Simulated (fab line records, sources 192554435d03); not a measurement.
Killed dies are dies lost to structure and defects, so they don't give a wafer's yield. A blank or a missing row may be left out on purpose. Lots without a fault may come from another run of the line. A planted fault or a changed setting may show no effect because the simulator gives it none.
Which tool did it? | flow n5_finfet | 9 lots, 27 wafers sampled, at 7 steps of a route of 1938

WHAT THE GAUGES READ, wafer by wafer
N5_MOL_CONTACT_COAG_THK_MEAS_53.
lot  | measured     | on            | VIA_MOL_THK (nm)
L864 | day 5 12:55  | film_metro-01 | 44.4 44.1 44.7
L866 | day 6 04:26  | film_metro-01 | 43.8 43.7 44.1
L871 | day 7 07:38  | film_metro-01 | 43.7 43.9 44.5
L874 | day 8 00:05  | film_metro-01 | 43.6 44.7 44.7
L875 | day 8 04:16  | film_metro-01 | - - -
L876 | day 8 10:46  | film_metro-02 | - - -
L877 | day 8 22:29  | film_metro-01 | - - -
L886 | day 10 23:15 | film_metro-02 | 43.4 43.5 44.4
L885 | day 11 03:49 | film_metro-02 | 44.1 44.1 43.9

N5_MOL_CONTACT_COAG_INSPECT_97: inspects for defects (darkfield).
lot  | measured     | on                | raw_defect_count
L864 | day 5 15:58  | defect_inspect-01 | 42 42 32
L866 | day 6 07:29  | defect_inspect-01 | 71 43 105
L871 | day 7 10:43  | defect_inspect-01 | 57 17 29
L874 | day 8 03:21  | defect_inspect-01 | 42 46 18
L875 | day 8 07:20  | defect_inspect-01 | 1339 1278 1247
L876 | day 8 13:49  | defect_inspect-02 | 1294 1299 1302
L877 | day 9 01:33  | defect_inspect-01 | 1245 1232 1218
L886 | day 11 02:19 | defect_inspect-01 | 70 46 46
L885 | day 11 06:55 | defect_inspect-02 | 43 60 56

N5_BEOL_M4_RC_MEAS_101.
lot  | measured     | on        | DIBL_N (mV/V)  | DIBL_P (mV/V)  | IOFF_N (nA/um)    | IOFF_P (nA/um)    | ION_N (uA/um) | ION_P (uA/um) | SS_N (mV/dec)  | SS_P (mV/dec)  | VT_N (mV)         | VT_P (mV)
L864 | day 8 04:08  | prober-02 | 35.6 35.5 35.9 | 34.2 34.0 33.5 | 0.159 0.150 0.156 | 0.222 0.217 0.207 | 675 666 667   | 464 461 457   | 71.5 72.1 71.5 | 73.0 72.8 72.6 | 246.2 250.6 248.4 | -248.6 -248.1 -250.1
L866 | day 8 10:27  | prober-02 | 35.7 34.0 36.6 | 36.3 33.5 37.3 | 0.169 0.136 0.185 | 0.208 0.173 0.220 | 679 663 680   | 460 454 463   | 71.8 71.2 72.8 | 73.6 72.4 72.9 | 247.4 252.1 247.1 | -251.9 -254.5 -251.7
L871 | day 10 06:52 | prober-02 | 37.2 35.3 35.9 | 36.4 34.1 35.7 | 0.155 0.128 0.136 | 0.213 0.190 0.205 | 672 656 661   | 463 456 459   | 72.2 71.9 71.6 | 73.2 72.2 73.4 | 249.8 253.4 250.5 | -249.4 -249.6 -251.1
L874 | day 10 13:40 | prober-01 | 35.9 35.2 35.7 | 36.0 35.3 35.8 | 0.162 0.151 0.155 | 0.199 0.188 0.194 | 670 678 670   | 461 465 462   | 71.2 71.4 71.5 | 72.5 72.7 73.0 | 247.1 245.8 246.7 | -250.7 -251.3 -252.4
L886 | day 13 10:26 | prober-02 | 38.9 38.1 37.4 | 38.9 36.9 36.3 | 0.200 0.182 0.172 | 0.240 0.209 0.203 | 683 680 680   | 463 460 462   | 71.4 71.7 71.7 | 74.7 73.5 73.1 | 246.9 248.8 250.2 | -249.0 -250.7 -252.5
L885 | day 14 02:27 | prober-01 | 34.8 35.9 35.1 | 33.5 35.1 33.4 | 0.121 0.141 0.122 | 0.176 0.204 0.179 | 667 671 669   | 466 468 464   | 71.0 71.4 70.9 | 72.4 73.3 73.0 | 252.6 251.9 252.8 | -252.6 -248.8 -248.2

WHICH TOOL RAN EACH LOT (tool, then ch and the chambers of the sampled wafers, then the start)
lot  | N5_MOL_CONTACT_COAG_DESCUM_45      | N5_MOL_CONTACT_COAG_ETCH_124      | N5_MOL_CONTACT_COAG_CMP_52    | N5_BEOL_M0_SAQP_PECVD_96
L864 | rie_diel-03 ch 1,2, day 5 10:40    | rie_diel-03 ch 1,2, day 5 11:24   | cmp-04 ch 0,1,3, day 5 12:42  | pecvd-04 ch 0,1,2, day 5 18:34
L866 | rie_diel-03 ch 0,3, day 6 02:38    | rie_diel-05 ch 1,3, day 6 03:14   | cmp-01 ch 0,3, day 6 04:08    | pecvd-03 ch 0,1,2, day 6 08:35
L871 | rie_diel-05 ch 0,1, day 7 06:04    | rie_diel-05 ch 0,2, day 7 06:34   | cmp-01 ch 1,2, day 7 07:23    | pecvd-04 ch 0,1,2, day 7 11:17
L874 | rie_diel-04 ch 1,3, day 7 22:29    | rie_diel-05 ch 2,3, day 7 22:59   | cmp-03 ch 0,2,3, day 7 23:50  | pecvd-04 ch 2, day 8 05:58
L875 | rie_diel-04 ch 0,1,3, day 8 01:59  | rie_diel-05 ch 0,3, day 8 03:12   | cmp-01 ch 1,3, day 8 04:01    | -
L876 | rie_diel-03 ch 0,1,2, day 8 09:10  | rie_diel-03 ch 0,2,3, day 8 09:42 | cmp-01 ch 0,1,2, day 8 10:28  | -
L877 | rie_diel-04 ch 1,2,3, day 8 20:26  | rie_diel-04 ch 1,2,3, day 8 21:24 | cmp-04 ch 2,3, day 8 22:11    | -
L886 | rie_diel-04 ch 0,2, day 10 21:06   | rie_diel-04 ch 1,3, day 10 22:11  | cmp-04 ch 2,3, day 10 22:59   | pecvd-02 ch 0,1, day 11 04:46
L885 | rie_diel-04 ch 0,1,2, day 11 01:35 | rie_diel-03 ch 1,2, day 11 02:45  | cmp-04 ch 0,1,2, day 11 03:34 | pecvd-03 ch 0,2, day 11 08:51
- N5_MOL_CONTACT_COAG_DESCUM_45: chemistry O2, time 7 s.
- N5_MOL_CONTACT_COAG_ETCH_124: etches SiNx in CH3F/O2, stops on SiOC, target depth 6.5 nm.
- N5_MOL_CONTACT_COAG_CMP_52: polishes, stops on SiO2, t overpolish 1.5 s, target thk 66.5 nm.
- N5_BEOL_M0_SAQP_PECVD_96: deposits a-Si from SiH4/He, target thk 45 nm, time 45.2 s.

WHAT THE TOOLS THEMSELVES READ (means of the sampled wafers that have a number; where no wafer has one, the mark that the record gives instead)
N5_MOL_CONTACT_COAG_DESCUM_45.
lot  | tool        | drypump_motor_current_A (A) | oes_product_au (a.u.) | rf_vpp_V (V) | showerhead_plenum_p_Torr (Torr) | throttle_valve_pct (%)
L864 | rie_diel-03 | 5.6                         | 0.88                  | 244.2        | 2.16                            | 20.05
L866 | rie_diel-03 | 5.6                         | 0.71                  | 243.8        | 2.14                            | 20.72
L871 | rie_diel-05 | 5.5                         | 0.77                  | 244.6        | 2.19                            | 20.37
L874 | rie_diel-04 | 6.4                         | 0.71                  | 243.9        | 2.13                            | 20.71
L875 | rie_diel-04 | 6.3                         | 0.71                  | 244.1        | 2.13                            | 20.66
L876 | rie_diel-03 | 5.6                         | 0.77                  | 244.2        | 2.13                            | 20.29
L877 | rie_diel-04 | 6.2                         | 0.72                  | 244.4        | 2.10                            | 20.73
L886 | rie_diel-04 | 6.2                         | 0.71                  | 243.7        | 2.13                            | 20.68
L885 | rie_diel-04 | 6.3                         | 0.80                  | 242.9        | 2.13                            | 20.61

N5_MOL_CONTACT_COAG_ETCH_124.
lot  | tool        | CH3F_flow_sccm (sccm) | drypump_motor_current_A (A) | oes_product_au (a.u.) | rf_vpp_V (V) | showerhead_plenum_p_Torr (Torr) | throttle_valve_pct (%)
L864 | rie_diel-03 | 29.92                 | 5.5                         | 0.70                  | 295          | 1.99                            | 15.92
L866 | rie_diel-05 | 30.11                 | 5.6                         | 0.66                  | 300          | 2.03                            | 16.30
L871 | rie_diel-05 | 30.05                 | 5.6                         | 0.74                  | 300          | 2.06                            | 16.11
L874 | rie_diel-05 | 30.00                 | 5.6                         | 0.72                  | 300          | 2.00                            | 16.18
L875 | rie_diel-05 | 30.01                 | 5.7                         | 0.72                  | 294          | 2.01                            | 16.12
L876 | rie_diel-03 | 30.03                 | 5.6                         | 0.65                  | 299          | 2.06                            | 16.42
L877 | rie_diel-04 | 29.97                 | 6.2                         | 0.62                  | 297          | 2.01                            | 16.64
L886 | rie_diel-04 | 30.01                 | 6.4                         | 0.74                  | 296          | 2.03                            | 16.37
L885 | rie_diel-03 | 29.91                 | 5.5                         | 0.66                  | 295          | 1.98                            | 16.00

N5_MOL_CONTACT_COAG_CMP_52.
lot  | tool   | edge_zone_pressure_frac | head_pressure_psi (psi) | motor_current_A (A) | overpolish_run_s (s) | slurry_filter_dp_kPa (kPa) | time_to_endpoint_s (s)
L864 | cmp-04 | 1.002                   | 3.998                   | 13.0                | 1.502                | 13.39                      | 15.0
L866 | cmp-01 | 0.997                   | 3.995                   | 11.5                | 1.492                | 13.47                      | 12.0
L871 | cmp-01 | 0.999                   | 3.997                   | 11.2                | 1.495                | 13.49                      | 11.0
L874 | cmp-03 | 1.003                   | 4.003                   | 12.1                | 1.506                | 13.45                      | 12.7
L875 | cmp-01 | -                       | -                       | -                   | -                    | -                          | -
L876 | cmp-01 | -                       | -                       | -                   | -                    | -                          | -
L877 | cmp-04 | -                       | -                       | -                   | -                    | -                          | -
L886 | cmp-04 | 1.002                   | 4.001                   | 11.2                | 1.497                | 13.39                      | 13.7
L885 | cmp-04 | 0.997                   | 3.999                   | 13.5                | 1.504                | 13.69                      | 12.3

N5_BEOL_M0_SAQP_PECVD_96.
lot  | tool     | heater_power_w (W) | showerhead_plenum_p_Torr (Torr) | throttle_valve_pct (%)
L864 | pecvd-04 | 576                | 5.68                            | 18.1
L866 | pecvd-03 | 628                | 5.66                            | 17.5
L871 | pecvd-04 | 586                | 5.67                            | 18.5
L874 | pecvd-04 | 589                | 5.68                            | 16.7
L886 | pecvd-02 | 581                | 5.66                            | 19.9
L885 | pecvd-03 | 620                | 5.62                            | 16.4

THE ANSWER, worked out from the rows above alone
Rule: what is usual is taken from the lots themselves. Put in order of their means at a reading, lots are off if they are a third of the lots or fewer, leave a main group of 4 or more, and stand apart from it by a gap of 3 or more times the standard deviation of the main group's means; of several such gaps the widest counts. A main group whose means are all the same, to the digits that the tables above print for the reading, isn't used. A lot without any number at a reading at which 4 lots or more have one is off too. The other lots that the step has rows for count as sound. The gauges are gone through in route order, then the tools' own readings, and for those a lot's mean is taken as printed above. The first step at which some lot is off is used, and at that step the reading that is off furthest; a lot without a number counts as furthest.
Off: L875, L876, L877, at N5_MOL_CONTACT_COAG_THK_MEAS_53 (VIA_MOL_THK). Without a number there: L875, L876, L877. The main group: mean 44.1 nm, standard deviation 0.23.
A tool fits if, at a process step before that reading, it ran every lot that is off, and no sound lot after the first of them. The gauges at N5_MOL_CONTACT_COAG_THK_MEAS_53 aren't tried: what is off there is off at N5_MOL_CONTACT_COAG_INSPECT_97 too, on other tools, and a gauge's error can't cause that. None of those tried fits.

WHAT THE SIMULATOR HAD PUT IN
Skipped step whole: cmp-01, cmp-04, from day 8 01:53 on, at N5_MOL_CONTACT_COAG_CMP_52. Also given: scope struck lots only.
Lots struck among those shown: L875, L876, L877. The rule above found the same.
